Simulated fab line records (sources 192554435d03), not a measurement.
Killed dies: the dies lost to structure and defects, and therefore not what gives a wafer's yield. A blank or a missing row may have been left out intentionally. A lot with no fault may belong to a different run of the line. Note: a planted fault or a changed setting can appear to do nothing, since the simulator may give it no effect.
fab line records	flow n5_finfet
[record] lots = 5	wafers = 15	last_day = 16
route steps=1938 shown BEOL_M4@1082
lots that met no fault: from a run of the same line without faults
start_h: hours from the record's first day to the start of the lot's first wafer shown	wait_h: hours since the lot's step before	" repeats the value in the row above	L1.1+2: a row that stands for several wafers	- either no value or no given start	* or withheld: withheld	< > ~ a bound
route shown NAME@n: names a module that has steps shown in the file, with the first one's number in the route	usual: average and standard deviation across the fault-free wafers	same: alike in all rows	chamber/n: place in a boat	sites: per-site readings	_std_site: standard deviation across them	_edge_site: outer sites' mean less inner sites'	radius_mm: how far each site lies from the wafer's centre	mask NAME#n: copy n	behind: the last tool/chamber to shape the wafer	hold: cause of the lot's hold/its duration in hours/its outcome	device: which transistor (n, p or np) failed to switch	end of line: tests run on the same wafers once the route is complete	a step with no rows: only its recipe	killed: dies lost to structure and defects at the first sort, not the wafer's yield	map: dies across one wafer; x = killed, . = not, _ = none there
set.NAME: the run value of the setting; set.NAME@STEP: its run value at that earlier step	model.NAME: the simulator's own value behind a step, which no gauge read
lots at selected steps of the route; one table per step, one row per wafer
services: when a tool's chamber went out of use (start_h, in hours from the record's first day, below 0 if earlier), for how many hours, and the reason
[[steps]]
[step N5_BEOL_M4_SURFACE_TREAT_85]
[recipe] gas = Ar	time_s = *	ion_energy_ev = *	ion_current_ma_cm2 = 0.5	pressure_mtorr = *	ar_flow_sccm = 30
[usual] throttle_valve_pct = *
lot.wafer	tool	chamber	start_h	wait_h	throttle_valve_pct
L077.1	pvd_sputter-02	-	178.10	0.1	*
L077.2	"	-	"	"	*
L077.5	"	-	"	"	*
L086.3	pvd_sputter-03	-	237.71	0.2	*
L086.5	"	-	"	"	*
L086.6	"	-	"	"	*
L084.2	pvd_sputter-01	-	245.34	0.1	*
L084.3	"	-	"	"	*
L084.4	"	-	"	"	*
L092.1	pvd_sputter-02	-	275.76	0.3	*
L092.3	"	-	"	"	*
L092.4	"	-	"	"	*
L094.1	pvd_sputter-01	-	285.90	0.1	*
L094.2	"	-	"	"	*
L094.3	"	-	"	"	*
[step N5_BEOL_M4_CVD_47]
[recipe] material = Co	target_thk_a = 30	temp_c = withheld	precursor = CCTBA/H2	pressure_torr = 30	time_s = 223.8
lot.wafer	tool	chamber	start_h	wait_h
L077.1+2+5	cvd_co-02	2,0,0	178.18	0.1
L086.3+5+6	cvd_co-02	0,1,2	237.77	0.0
L084.2+3+4	cvd_co-02	0,1,1	245.40	0.0
L092.1+3+4	cvd_co-01	0,1,1	275.88	0.1
L094.1+2+3	cvd_co-01	1,0,2	285.96	0.0
[step N5_BEOL_M4_SPUTTER_48]
[recipe] material = Cu	target_thk_a = 45	temp_c = -20	chamber_pressure_pa = 0.07	power_w = withheld	time_s = 8.29
[usual] throttle_valve_pct = 29.7/1
lot.wafer	tool	chamber	start_h	wait_h	throttle_valve_pct
L077.1	pvd_sputter-01	-	179.01	0.8	31.2
L077.2	"	-	"	"	29.1
L077.5	"	-	"	"	28.4
L086.3	pvd_sputter-03	-	238.01	0.2	31.4
L086.5	"	-	"	"	28.2
L086.6	"	-	"	"	29.9
L084.2	pvd_sputter-03	-	245.65	0.2	29.5
L084.3	"	-	"	"	31.1
L084.4	"	-	"	"	28.1
L092.1	pvd_sputter-02	-	276.22	0.3	29.0
L092.3	"	-	"	"	30.2
L092.4	"	-	"	"	29.7
L094.1	pvd_sputter-02	-	286.12	0.1	28.8
L094.2	"	-	"	"	30.2
L094.3	"	-	"	"	30.4
[step N5_BEOL_M4_ANNEAL_49]
[recipe] temp_c = 400	time_s = 240	ambient = vacuum
[usual] heater_power_w = 870/150
lot.wafer	tool	chamber	start_h	wait_h	heater_power_w
L077.1	pvd_sputter-01	-	179.09	0.0	823
L077.2	"	-	"	"	861
L077.5	"	-	"	"	813
L086.3	pvd_sputter-03	-	238.09	0.0	675
L086.5	"	-	"	"	1190
L086.6	"	-	"	"	831
L084.2	pvd_sputter-03	-	245.73	0.0	768
L084.3	"	-	"	"	685
L084.4	"	-	"	"	1209
L092.1	pvd_sputter-02	-	276.30	0.0	685
L092.3	"	-	"	"	1003
L092.4	"	-	"	"	938
L094.1	pvd_sputter-02	-	286.20	0.0	688
L094.2	"	-	"	"	990
L094.3	"	-	"	"	1067
[step N5_BEOL_M4_SPUTTER_79]
[recipe] material = Cu	target_thk_a = 45	temp_c = -20	chamber_pressure_pa = 0.07	power_w = withheld	time_s = 8.29
[usual] throttle_valve_pct = 29.7/1
lot.wafer	tool	chamber	start_h	wait_h	throttle_valve_pct
L077.1	pvd_sputter-01	-	179.23	0.1	31.3
L077.2	"	-	"	"	28.8
L077.5	"	-	"	"	28.4
L086.3	pvd_sputter-03	-	238.23	0.1	31.3
L086.5	"	-	"	"	27.8
L086.6	"	-	"	"	29.4
L084.2	pvd_sputter-03	-	245.87	0.1	29.2
L084.3	"	-	"	"	31.2
L084.4	"	-	"	"	27.7
L092.1	pvd_sputter-02	-	276.44	0.1	28.7
L092.3	"	-	"	"	30.1
L092.4	"	-	"	"	29.6
L094.1	pvd_sputter-02	-	286.34	0.1	28.8
L094.2	"	-	"	"	30.2
L094.3	"	-	"	"	30.5
[step N5_BEOL_M4_ANNEAL_80]
[recipe] temp_c = 400	time_s = 240	ambient = vacuum
[usual] heater_power_w = 870/150
lot.wafer	tool	chamber	start_h	wait_h	heater_power_w
L077.1	pvd_sputter-01	-	179.31	0.0	821
L077.2	"	-	"	"	844
L077.5	"	-	"	"	833
L086.3	pvd_sputter-03	-	238.31	0.0	709
L086.5	"	-	"	"	1169
L086.6	"	-	"	"	843
L084.2	pvd_sputter-03	-	245.95	0.0	756
L084.3	"	-	"	"	693
L084.4	"	-	"	"	1182
L092.1	pvd_sputter-02	-	276.52	0.0	702
L092.3	"	-	"	"	996
L092.4	"	-	"	"	925
L094.1	pvd_sputter-02	-	286.42	0.0	686
L094.2	"	-	"	"	1000
L094.3	"	-	"	"	1042
[step N5_BEOL_M4_SPUTTER_81]
[recipe] material = Cu	target_thk_a = 45	temp_c = -20	chamber_pressure_pa = 0.07	power_w = withheld	time_s = 8.29
[usual] throttle_valve_pct = 29.7/1
lot.wafer	tool	chamber	start_h	wait_h	throttle_valve_pct
L077.1	pvd_sputter-01	-	179.45	0.1	31.4
L077.2	"	-	"	"	29.0
L077.5	"	-	"	"	28.3
L086.3	pvd_sputter-03	-	238.45	0.1	31.1
L086.5	"	-	"	"	28.0
L086.6	"	-	"	"	29.8
L084.2	pvd_sputter-03	-	246.09	0.1	29.3
L084.3	"	-	"	"	31.3
L084.4	"	-	"	"	28.2
L092.1	pvd_sputter-02	-	276.66	0.1	28.7
L092.3	"	-	"	"	30.2
L092.4	"	-	"	"	29.8
L094.1	pvd_sputter-02	-	286.56	0.1	28.4
L094.2	"	-	"	"	30.0
L094.3	"	-	"	"	30.2
[step N5_BEOL_M4_ANNEAL_82]
[recipe] temp_c = 400	time_s = 240	ambient = vacuum
[usual] heater_power_w = 869/150
lot.wafer	tool	chamber	start_h	wait_h	heater_power_w
L077.1	pvd_sputter-01	-	179.53	0.0	823
L077.2	"	-	"	"	843
L077.5	"	-	"	"	826
L086.3	pvd_sputter-03	-	238.53	0.0	705
L086.5	"	-	"	"	1177
L086.6	"	-	"	"	819
L084.2	pvd_sputter-03	-	246.17	0.0	781
L084.3	"	-	"	"	680
L084.4	"	-	"	"	1187
L092.1	pvd_sputter-02	-	276.74	0.0	697
L092.3	"	-	"	"	1022
L092.4	"	-	"	"	924
L094.1	pvd_sputter-02	-	286.64	0.0	686
L094.2	"	-	"	"	1028
L094.3	"	-	"	"	1029
[step N5_BEOL_M4_SPUTTER_86]
[recipe] material = Cu	target_thk_a = 45	temp_c = -20	chamber_pressure_pa = 0.07	power_w = withheld	time_s = 8.29
[usual] throttle_valve_pct = 29.7/1
lot.wafer	tool	chamber	start_h	wait_h	throttle_valve_pct
L077.1	pvd_sputter-01	-	179.67	0.1	31.3
L077.2	"	-	"	"	28.7
L077.5	"	-	"	"	28.6
L086.3	pvd_sputter-03	-	238.67	0.1	31.4
L086.5	"	-	"	"	28.1
L086.6	"	-	"	"	29.7
L084.2	pvd_sputter-03	-	246.31	0.1	29.3
L084.3	"	-	"	"	31.0
L084.4	"	-	"	"	28.0
L092.1	pvd_sputter-02	-	276.88	0.1	28.8
L092.3	"	-	"	"	29.9
L092.4	"	-	"	"	29.6
L094.1	pvd_sputter-02	-	286.78	0.1	28.6
L094.2	"	-	"	"	30.1
L094.3	"	-	"	"	30.4
[step N5_BEOL_M4_ANNEAL_87]
[recipe] temp_c = 400	time_s = 240	ambient = vacuum
[usual] heater_power_w = 872/150
lot.wafer	tool	chamber	start_h	wait_h	heater_power_w
L077.1	pvd_sputter-01	-	179.75	0.0	819
L077.2	"	-	"	"	859
L077.5	"	-	"	"	825
L086.3	pvd_sputter-03	-	238.75	0.0	710
L086.5	"	-	"	"	1174
L086.6	"	-	"	"	837
L084.2	pvd_sputter-03	-	246.39	0.0	769
L084.3	"	-	"	"	696
L084.4	"	-	"	"	1201
L092.1	pvd_sputter-02	-	276.96	0.0	675
L092.3	"	-	"	"	1021
L092.4	"	-	"	"	876
L094.1	pvd_sputter-02	-	286.86	0.0	702
L094.2	"	-	"	"	1040
L094.3	"	-	"	"	1039
[step N5_BEOL_M4_SPUTTER_88]
[recipe] material = Cu	target_thk_a = 45	temp_c = -20	chamber_pressure_pa = 0.07	power_w = withheld	time_s = 8.29
[usual] throttle_valve_pct = 29.7/1
lot.wafer	tool	chamber	start_h	wait_h	throttle_valve_pct
L077.1	pvd_sputter-01	-	179.89	0.1	31.2
L077.2	"	-	"	"	28.9
L077.5	"	-	"	"	28.3
L086.3	pvd_sputter-03	-	238.89	0.1	31.2
L086.5	"	-	"	"	28.1
L086.6	"	-	"	"	29.8
L084.2	pvd_sputter-03	-	246.53	0.1	29.3
L084.3	"	-	"	"	31.2
L084.4	"	-	"	"	28.2
L092.1	pvd_sputter-02	-	277.10	0.1	28.6
L092.3	"	-	"	"	30.2
L092.4	"	-	"	"	29.7
L094.1	pvd_sputter-02	-	287.00	0.1	28.9
L094.2	"	-	"	"	30.1
L094.3	"	-	"	"	30.2
[step N5_BEOL_M4_ANNEAL_89]
[recipe] temp_c = 400	time_s = 240	ambient = vacuum
[usual] heater_power_w = 869/150
lot.wafer	tool	chamber	start_h	wait_h	heater_power_w
L077.1	pvd_sputter-01	-	179.97	0.0	812
L077.2	"	-	"	"	871
L077.5	"	-	"	"	827
L086.3	pvd_sputter-03	-	238.97	0.0	683
L086.5	"	-	"	"	1206
L086.6	"	-	"	"	835
L084.2	pvd_sputter-03	-	246.61	0.0	763
L084.3	"	-	"	"	702
L084.4	"	-	"	"	1207
L092.1	pvd_sputter-02	-	277.18	0.0	694
L092.3	"	-	"	"	1019
L092.4	"	-	"	"	922
L094.1	pvd_sputter-02	-	287.08	0.0	677
L094.2	"	-	"	"	989
L094.3	"	-	"	"	1069
[step N5_BEOL_M4_SPUTTER_90]
[recipe] material = Cu	target_thk_a = 45	temp_c = -20	chamber_pressure_pa = 0.07	power_w = withheld	time_s = 8.29
[usual] throttle_valve_pct = 29.7/1
lot.wafer	tool	chamber	start_h	wait_h	throttle_valve_pct
L077.1	pvd_sputter-01	-	180.11	0.1	31.4
L077.2	"	-	"	"	28.9
L077.5	"	-	"	"	28.1
L086.3	pvd_sputter-03	-	239.11	0.1	31.4
L086.5	"	-	"	"	27.8
L086.6	"	-	"	"	29.7
L084.2	pvd_sputter-03	-	246.75	0.1	29.4
L084.3	"	-	"	"	31.1
L084.4	"	-	"	"	28.0
L092.1	pvd_sputter-02	-	277.32	0.1	28.5
L092.3	"	-	"	"	30.0
L092.4	"	-	"	"	29.5
L094.1	pvd_sputter-02	-	287.22	0.1	29.0
L094.2	"	-	"	"	30.2
L094.3	"	-	"	"	30.3
[step N5_BEOL_M4_ANNEAL_91]
[recipe] temp_c = 400	time_s = 240	ambient = vacuum
[usual] heater_power_w = 870/150
lot.wafer	tool	chamber	start_h	wait_h	heater_power_w
L077.1	pvd_sputter-01	-	180.19	0.0	809
L077.2	"	-	"	"	829
L077.5	"	-	"	"	833
L086.3	pvd_sputter-03	-	239.19	0.0	670
L086.5	"	-	"	"	1161
L086.6	"	-	"	"	831
L084.2	pvd_sputter-03	-	246.83	0.0	765
L084.3	"	-	"	"	704
L084.4	"	-	"	"	1168
L092.1	pvd_sputter-02	-	277.40	0.0	692
L092.3	"	-	"	"	1012
L092.4	"	-	"	"	906
L094.1	pvd_sputter-02	-	287.30	0.0	686
L094.2	"	-	"	"	1007
L094.3	"	-	"	"	1048
[step N5_BEOL_M4_SPUTTER_92]
[recipe] material = Cu	target_thk_a = 45	temp_c = -20	chamber_pressure_pa = 0.07	power_w = withheld	time_s = 8.29
[usual] throttle_valve_pct = 29.7/1
lot.wafer	tool	chamber	start_h	wait_h	throttle_valve_pct
L077.1	pvd_sputter-01	-	180.33	0.1	31.5
L077.2	"	-	"	"	29.0
L077.5	"	-	"	"	28.0
L086.3	pvd_sputter-03	-	239.33	0.1	31.5
L086.5	"	-	"	"	28.1
L086.6	"	-	"	"	30.1
L084.2	pvd_sputter-03	-	246.97	0.1	29.4
L084.3	"	-	"	"	31.3
L084.4	"	-	"	"	27.9
L092.1	pvd_sputter-02	-	277.54	0.1	28.4
L092.3	"	-	"	"	30.1
L092.4	"	-	"	"	29.6
L094.1	pvd_sputter-02	-	287.44	0.1	28.8
L094.2	"	-	"	"	29.7
L094.3	"	-	"	"	30.4
[step N5_BEOL_M4_ANNEAL_93]
[recipe] temp_c = 400	time_s = 240	ambient = vacuum
[usual] heater_power_w = 871/150
lot.wafer	tool	chamber	start_h	wait_h	heater_power_w
L077.1	pvd_sputter-01	-	180.41	0.0	823
L077.2	"	-	"	"	851
L077.5	"	-	"	"	835
L086.3	pvd_sputter-03	-	239.41	0.0	689
L086.5	"	-	"	"	1180
L086.6	"	-	"	"	835
L084.2	pvd_sputter-03	-	247.05	0.0	764
L084.3	"	-	"	"	693
L084.4	"	-	"	"	1184
L092.1	pvd_sputter-02	-	277.62	0.0	681
L092.3	"	-	"	"	1019
L092.4	"	-	"	"	917
L094.1	pvd_sputter-02	-	287.52	0.0	696
L094.2	"	-	"	"	1017
L094.3	"	-	"	"	1011
[step N5_BEOL_M4_SPUTTER_94]
[recipe] material = Cu	target_thk_a = 45	temp_c = -20	chamber_pressure_pa = 0.07	power_w = withheld	time_s = 8.29
[usual] throttle_valve_pct = 29.7/1
lot.wafer	tool	chamber	start_h	wait_h	throttle_valve_pct
L077.1	pvd_sputter-01	-	180.55	0.1	31.4
L077.2	"	-	"	"	28.9
L077.5	"	-	"	"	28.4
L086.3	pvd_sputter-03	-	239.55	0.1	31.4
L086.5	"	-	"	"	28.0
L086.6	"	-	"	"	30.0
L084.2	pvd_sputter-03	-	247.19	0.1	29.2
L084.3	"	-	"	"	31.2
L084.4	"	-	"	"	28.0
L092.1	pvd_sputter-02	-	277.76	0.1	28.7
L092.3	"	-	"	"	29.9
L092.4	"	-	"	"	29.5
L094.1	pvd_sputter-02	-	287.66	0.1	29.0
L094.2	"	-	"	"	30.1
L094.3	"	-	"	"	30.5
[step N5_BEOL_M4_ANNEAL_95]
[recipe] temp_c = 400	time_s = 240	ambient = vacuum
[usual] heater_power_w = 871/150
lot.wafer	tool	chamber	start_h	wait_h	heater_power_w
L077.1	pvd_sputter-01	-	180.63	0.0	826
L077.2	"	-	"	"	841
L077.5	"	-	"	"	829
L086.3	pvd_sputter-03	-	239.63	0.0	692
L086.5	"	-	"	"	1177
L086.6	"	-	"	"	847
L084.2	pvd_sputter-03	-	247.27	0.0	767
L084.3	"	-	"	"	687
L084.4	"	-	"	"	1188
L092.1	pvd_sputter-02	-	277.84	0.0	708
L092.3	"	-	"	"	1001
L092.4	"	-	"	"	929
L094.1	pvd_sputter-02	-	287.74	0.0	708
L094.2	"	-	"	"	997
L094.3	"	-	"	"	1047
[step N5_BEOL_M4_SPUTTER_96]
[recipe] material = Cu	target_thk_a = 45	temp_c = -20	chamber_pressure_pa = 0.07	power_w = withheld	time_s = 8.29
[usual] throttle_valve_pct = 29.7/1
lot.wafer	tool	chamber	start_h	wait_h	throttle_valve_pct
L077.1	pvd_sputter-01	-	180.77	0.1	31.5
L077.2	"	-	"	"	29.0
L077.5	"	-	"	"	28.7
L086.3	pvd_sputter-03	-	239.77	0.1	31.0
L086.5	"	-	"	"	27.6
L086.6	"	-	"	"	29.7
L084.2	pvd_sputter-03	-	247.41	0.1	29.2
L084.3	"	-	"	"	31.3
L084.4	"	-	"	"	27.7
L092.1	pvd_sputter-02	-	277.98	0.1	29.0
L092.3	"	-	"	"	30.0
L092.4	"	-	"	"	29.7
L094.1	pvd_sputter-02	-	287.88	0.1	28.7
L094.2	"	-	"	"	30.0
L094.3	"	-	"	"	30.5
[step N5_BEOL_M4_ECD_50]
[recipe] material = Cu	target_thk_a = 3000
lot.wafer	tool	chamber	start_h	wait_h
L077.1+2+5	ecd_cu-02	0,1,1	180.89	0.1
L086.3+5+6	ecd_cu-01	0,1,0	239.90	0.1
L084.2+3+4	ecd_cu-01	0,1,0	247.53	0.1
L092.1+3+4	ecd_cu-02	0,1,0	278.09	0.1
L094.1+2+3	ecd_cu-02	0,1,0	287.99	0.1
[step N5_BEOL_M4_ANNEAL_51]
[recipe] temp_c = 225	time_s = 90	ambient = N2
[usual] wafer_temp_C_max = 226.1/0.43
lot.wafer	tool	chamber	start_h	wait_h	wafer_temp_C_max
L077.1	rtp_anneal-01	0	180.97	0.1	225.7
L077.2	"	0	"	"	225.4
L077.5	"	0	"	"	225.7
L086.3	rtp_anneal-02	0	240.05	0.1	226.5
L086.5	"	0	"	"	226.4
L086.6	"	0	"	"	226.5
L084.2	rtp_anneal-01	0	247.74	0.2	225.7
L084.3	"	0	"	"	225.5
L084.4	"	0	"	"	225.8
L092.1	rtp_anneal-01	0	278.17	0.1	225.8
L092.3	"	0	"	"	225.7
L092.4	"	0	"	"	225.6
L094.1	rtp_anneal-01	0	288.07	0.1	225.9
L094.2	"	0	"	"	225.8
L094.3	"	0	"	"	225.5
[step N5_BEOL_M4_CMP_52]
[recipe] stop_on = SiOC	t_overpolish_s = 6.8	down_force_psi = 1	platen_rpm = 50	clearing_platen_down_force_psi = 1.5	clearing_platen_rpm = 50	post_cmp_clean = cu_alkaline	target_thk_nm = 40	clearing_platen_pad_velocity_m_s = 0.99484	pad_velocity_m_s = 0.99484
[usual] barrier_field_endpoint_s = 24.8/0.63	edge_zone_pressure_frac = 1.000/0.0042	motor_current_A = 6.0/0.72	overpolish_run_s = 6.800/0.0089	time_to_endpoint_s = 63/3.5
lot.wafer	tool	chamber	start_h	wait_h	barrier_field_endpoint_s	edge_zone_pressure_frac	motor_current_A	overpolish_run_s	time_to_endpoint_s
L077.2	cmp-04	1	181.29	0.2	25.2	0.993	6.5	6.803	66
L077.1	"	0	"	"	24.6	0.999	5.2	6.809	63
L077.5	"	2	"	"	24.5	0.998	5.3	6.801	61
L086.3	cmp-04	2	240.30	0.2	25.7	0.998	5.4	6.798	67
L086.6	"	1	"	"	25.4	1.004	6.3	6.802	67
L086.5	"	2	"	"	25.0	1.001	5.4	6.804	67
L084.4	cmp-03	0	248.00	0.1	25.2	1.000	5.6	6.805	64
L084.3	"	1	"	"	24.9	0.998	6.8	6.798	58
L084.2	"	3	"	"	24.1	1.005	6.9	6.809	59
L092.4	cmp-03	2	278.52	0.2	26.1	0.998	7.0	6.793	67
L092.3	"	3	"	"	25.1	0.995	6.9	6.794	63
L092.1	"	0	"	"	24.8	0.992	5.2	6.798	66
L094.1	cmp-03	1	288.38	0.3	23.6	0.995	6.7	6.799	60
L094.2	"	2	"	"	24.6	0.998	7.7	6.814	67
L094.3	"	3	"	"	23.8	0.993	7.4	6.809	60
[step N5_BEOL_M4_THK_MEAS_53]
[recipe] thk_meas_gauge = xrf	reads = Cu_of_BEOL_M4_ECD_50
[usual] M4_THK = 39.1/1.3
lot.wafer	tool	chamber	start_h	wait_h	M4_THK[nm]
L077.1	film_metro-02	-	181.58	-	36.9
L077.2	"	-	"	"	38.6
L077.5	"	-	"	"	37.9
L086.3	film_metro-01	-	240.56	-	39.0
L086.5	"	-	"	"	39.2
L086.6	"	-	"	"	42.0
L084.2	film_metro-02	-	248.30	-	38.2
L084.3	"	-	"	"	38.4
L084.4	"	-	"	"	39.9
L092.1	film_metro-01	-	278.77	-	40.0
L092.3	"	-	"	"	39.2
L092.4	"	-	"	"	41.0
L094.1	film_metro-01	-	288.68	-	40.3
L094.2	"	-	"	"	40.7
L094.3	"	-	"	"	39.7
[step N5_BEOL_M4_PRE_CLEAN_60]
[recipe] gas = NH3/H2	time_s = 15	temp_c = *	rf_power_w = 300
[usual] heater_power_w = 84/28
lot.wafer	tool	chamber	start_h	wait_h	heater_power_w
L077.1	cvd_co-01	0	181.62	0.0	133
L077.2	"	2	"	"	57
L077.5	"	1	"	"	59
L086.3	cvd_co-02	0	240.59	0.0	102
L086.5	"	0	"	"	99
L086.6	"	2	"	"	69
L084.2	cvd_co-02	2	248.33	0.0	69
L084.3	"	0	"	"	101
L084.4	"	2	"	"	70
L092.1	cvd_co-02	1	278.81	0.0	80
L092.3	"	2	"	"	70
L092.4	"	0	"	"	102
L094.1	cvd_co-02	0	288.71	0.0	99
L094.2	"	2	"	"	69
L094.3	"	1	"	"	79
[step N5_BEOL_M4_CO_CAP_55]
[recipe] material = Co	target_thk_a = 20	temp_c = 200	precursor = CCTBA/H2	pressure_torr = 30	time_s = 102.1
[usual] heater_power_w = 234/35
lot.wafer	tool	chamber	start_h	wait_h	heater_power_w
L077.1	cvd_co-01	0	181.66	0.0	288
L077.2	"	2	"	"	200
L077.5	"	1	"	"	204
L086.3	cvd_co-02	0	240.63	0.0	251
L086.5	"	0	"	"	251
L086.6	"	2	"	"	215
L084.2	cvd_co-02	2	248.37	0.0	215
L084.3	"	0	"	"	259
L084.4	"	2	"	"	224
L092.1	cvd_co-02	1	278.85	0.0	224
L092.3	"	2	"	"	217
L092.4	"	0	"	"	262
L094.1	cvd_co-02	0	288.75	0.0	249
L094.2	"	2	"	"	206
L094.3	"	1	"	"	232
[step N5_BEOL_M4_PRE_CLEAN_56]
[recipe] gas = NH3	time_s = 15	temp_c = withheld	rf_power_w = 300
lot.wafer	tool	chamber	start_h	wait_h
L077.1+2+5	pecvd-03	0,1,2	181.75	0.1
L086.3+5+6	pecvd-03	2,2,0	240.73	0.1
L084.2+3+4	pecvd-04	2,0,2	248.47	0.1
L092.1+3+4	pecvd-03	2,1,2	278.94	0.1
L094.1+2+3	pecvd-03	0,2,1	288.85	0.1
[step N5_BEOL_M4_DEP_57]
[recipe] material = SiCN	target_thk_a = 80	temp_c = withheld	precursor = 3MS/NH3	pressure_torr = 3	rf_w = 202	time_s = 14
[usual] showerhead_plenum_p_Torr = 3.671/0.016	throttle_valve_pct = 9.0/0.44
lot.wafer	tool	chamber	start_h	wait_h	showerhead_plenum_p_Torr	throttle_valve_pct
L077.1	pecvd-03	0	181.78	0.0	3.676	8.8
L077.2	"	1	"	"	3.641	9.5
L077.5	"	2	"	"	3.678	8.8
L086.3	pecvd-03	2	240.75	0.0	3.666	8.7
L086.5	"	2	"	"	3.664	8.4
L086.6	"	0	"	"	3.690	8.9
L084.2	pecvd-04	2	248.49	0.0	3.666	8.0
L084.3	"	0	"	"	3.661	9.1
L084.4	"	2	"	"	3.658	8.2
L092.1	pecvd-03	2	278.98	0.0	3.675	8.8
L092.3	"	1	"	"	3.655	9.8
L092.4	"	2	"	"	3.663	8.9
L094.1	pecvd-03	0	288.87	0.0	3.682	9.1
L094.2	"	2	"	"	3.663	8.9
L094.3	"	1	"	"	3.652	9.6
[step N5_BEOL_M4_RS_MEAS_58]
[recipe] thk_meas_gauge = four-point-probe	reads = Co_of_BEOL_M4_CO_CAP_55+Cu_of_BEOL_M4_ECD_50+Co_of_BEOL_M4_CVD_47+TaN_of_BEOL_M4_ALD_84
[usual] M4_RS = 0.678/0.028
lot.wafer	tool	chamber	start_h	wait_h	M4_RS[ohm/sq]
L077.1	film_metro-02	-	181.84	0.0	0.728
L077.2	"	-	"	"	0.687
L077.5	"	-	"	"	0.698
L086.3	film_metro-01	-	240.82	0.1	0.687
L086.5	"	-	"	"	0.682
L086.6	"	-	"	"	0.625
L084.2	film_metro-01	-	248.56	0.1	0.686
L084.3	"	-	"	"	0.686
L084.4	"	-	"	"	0.650
L092.1	film_metro-02	-	279.06	0.1	0.659
L092.3	"	-	"	"	0.673
L092.4	"	-	"	"	0.638
L094.1	film_metro-01	-	288.94	0.0	0.660
L094.2	"	-	"	"	0.655
L094.3	"	-	"	"	0.681
[step N5_BEOL_M4_INSPECT_59]
[recipe] inspect_instrument = darkfield	mode = post_dep
[usual] raw_defect_count = 79/28
lot.wafer	tool	chamber	start_h	wait_h	raw_defect_count
L077.1	defect_inspect-01	-	181.87	0.0	77
L077.2	"	-	"	"	53
L077.5	"	-	"	"	63
L086.3	defect_inspect-01	-	240.85	0.0	72
L086.5	"	-	"	"	54
L086.6	"	-	"	"	74
L084.2	defect_inspect-02	-	248.58	0.0	54
L084.3	"	-	"	"	69
L084.4	"	-	"	"	59
L092.1	defect_inspect-02	-	279.09	0.0	63
L092.3	"	-	"	"	102
L092.4	"	-	"	"	94
L094.1	defect_inspect-02	-	288.96	0.0	173
L094.2	"	-	"	"	74
L094.3	"	-	"	"	77
[[services]]
tool	chamber	start_h	hours	kind
pecvd-03	2	164.62	5.5	scheduled_down
cmp-03	-	166.05	3.6	pm
ecd_cu-02	-	173.96	0.5	repair
cmp-04	-	203.67	4.3	repair
pecvd-03	2	211.82	5.0	scheduled_down
cmp-03	-	226.34	4.0	pm
cmp-03	-	230.34	-	consumable_replace:conditioner
cmp-03	-	230.34	-	consumable_replace:pad
cmp-04	-	259.58	2.5	repair
cmp-03	-	262.06	3.9	pm
pecvd-03	0	271.09	16.5	scheduled_down
[[key]]
fault none
